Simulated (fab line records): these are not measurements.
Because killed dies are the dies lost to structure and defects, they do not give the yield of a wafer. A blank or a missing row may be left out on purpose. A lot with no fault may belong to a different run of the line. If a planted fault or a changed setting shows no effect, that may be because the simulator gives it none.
Split-lot experiment | flow n5-finfet | on a route of 1938 steps: 7 lots, 39 wafers read

## THE SPLIT
At N5_DUMMY_GATE_HM_DEP_06 (deposits SiNx from DCS/NH3, target thk 80 nm, time 5141 s), the setting time-s was moved away from the recipe's 5141 s on 30 of the 39 wafers read, by -10.0% to +14.3%. For the rest of the wafers, this setting stayed at what the recipe calls for.

The reading is taken at the split's own step.

## THE READING
SiNx_of_DUMMY_GATE_HM_DEP_06.thk-nm (the simulator's own value, which no gauge read), in nm, at N5_DUMMY_GATE_HM_DEP_06 (deposits SiNx from DCS/NH3, target thk 80 nm, time 5141 s). The file does not state a usual value for it. Average 78.7 nm, standard deviation 0.43 nm, over the 9 wafers here run with the recipe.

wafer  | tool, chamber at the split | time-s as run, s | against the recipe | SiNx_of_DUMMY_GATE_HM_DEP_06.thk-nm, nm | against lot-mates on the recipe
L078.1 | -, -                       | 5417             | +5.4%              | 82.8                                    | no lot-mate on the recipe
L078.2 | -, -                       | 5417             | +5.4%              | 82.2                                    | no lot-mate on the recipe
L078.3 | -, -                       | 5417             | +5.4%              | 82.6                                    | no lot-mate on the recipe
L078.4 | -, -                       | 5417             | +5.4%              | 83                                      | no lot-mate on the recipe
L078.5 | -, -                       | 5417             | +5.4%              | 83                                      | no lot-mate on the recipe
L078.6 | -, -                       | 5417             | +5.4%              | 83                                      | no lot-mate on the recipe
L079.1 | -, -                       | 4625             | -10.0%             | 71.2                                    | no lot-mate on the recipe
L079.2 | -, -                       | 4625             | -10.0%             | 71.2                                    | no lot-mate on the recipe
L079.3 | -, -                       | 4625             | -10.0%             | 71.6                                    | no lot-mate on the recipe
L079.4 | -, -                       | 4625             | -10.0%             | 71.6                                    | no lot-mate on the recipe
L079.6 | -, -                       | 4625             | -10.0%             | 71.6                                    | no lot-mate on the recipe
L079.5 | -, -                       | 4625             | -10.0%             | 71.8                                    | no lot-mate on the recipe
L080.1 | -, -                       | 5826             | +13.3%             | 88.4                                    | no lot-mate on the recipe
L080.2 | -, -                       | 5826             | +13.3%             | 88.8                                    | no lot-mate on the recipe
L080.6 | -, -                       | 5826             | +13.3%             | 88.8                                    | no lot-mate on the recipe
L080.3 | -, -                       | 5826             | +13.3%             | 89.6                                    | no lot-mate on the recipe
L080.4 | -, -                       | 5826             | +13.3%             | 88.6                                    | no lot-mate on the recipe
L080.5 | -, -                       | 5826             | +13.3%             | 89                                      | no lot-mate on the recipe
L083.1 | -, -                       | 5141             | recipe             | 78.4                                    | -
L083.2 | -, -                       | 5141             | recipe             | 78.6                                    | -
L083.3 | -, -                       | 5141             | recipe             | 79                                      | -
L083.4 | -, -                       | 5141             | recipe             | 79.4                                    | -
L083.5 | -, -                       | 5141             | recipe             | 78.2                                    | -
L083.6 | -, -                       | 5141             | recipe             | 78.2                                    | -
L086.2 | lpcvd-01, 1/45             | 5141             | recipe             | 78.8                                    | -
L086.3 | lpcvd-01, 1/50             | 5141             | recipe             | 78.6                                    | -
L086.5 | lpcvd-01, 1/59             | 5141             | recipe             | 79.4                                    | -
L088.1 | -, -                       | 5875             | +14.3%             | 92.4                                    | no lot-mate on the recipe
L088.2 | -, -                       | 5875             | +14.3%             | 92.4                                    | no lot-mate on the recipe
L088.3 | -, -                       | 5875             | +14.3%             | 91.6                                    | no lot-mate on the recipe
L088.4 | -, -                       | 5875             | +14.3%             | 91.8                                    | no lot-mate on the recipe
L088.5 | -, -                       | 5875             | +14.3%             | 92.2                                    | no lot-mate on the recipe
L088.6 | -, -                       | 5875             | +14.3%             | 92.8                                    | no lot-mate on the recipe
L096.1 | -, -                       | 5822             | +13.2%             | 91.4                                    | no lot-mate on the recipe
L096.2 | -, -                       | 5822             | +13.2%             | 91.4                                    | no lot-mate on the recipe
L096.5 | -, -                       | 5822             | +13.2%             | 91.4                                    | no lot-mate on the recipe
L096.3 | -, -                       | 5822             | +13.2%             | 91                                      | no lot-mate on the recipe
L096.4 | -, -                       | 5822             | +13.2%             | 91                                      | no lot-mate on the recipe
L096.6 | -, -                       | 5822             | +13.2%             | 91                                      | no lot-mate on the recipe

FIT RESULTS
A straight line over all 39 wafers: SiNx_of_DUMMY_GATE_HM_DEP_06.thk-nm changes by +0.832 nm for each +1% of time-s; r = +0.99; the points scatter about the line by 1 nm.
Too few moved wafers with a lot-mate on the recipe to fit a line net of each lot's own level.

## THE FILE'S OWN FIT
SiNx_of_DUMMY_GATE_HM_DEP_06.thk-nm changes by +0.832 nm for each +1% of time-s, r = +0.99.
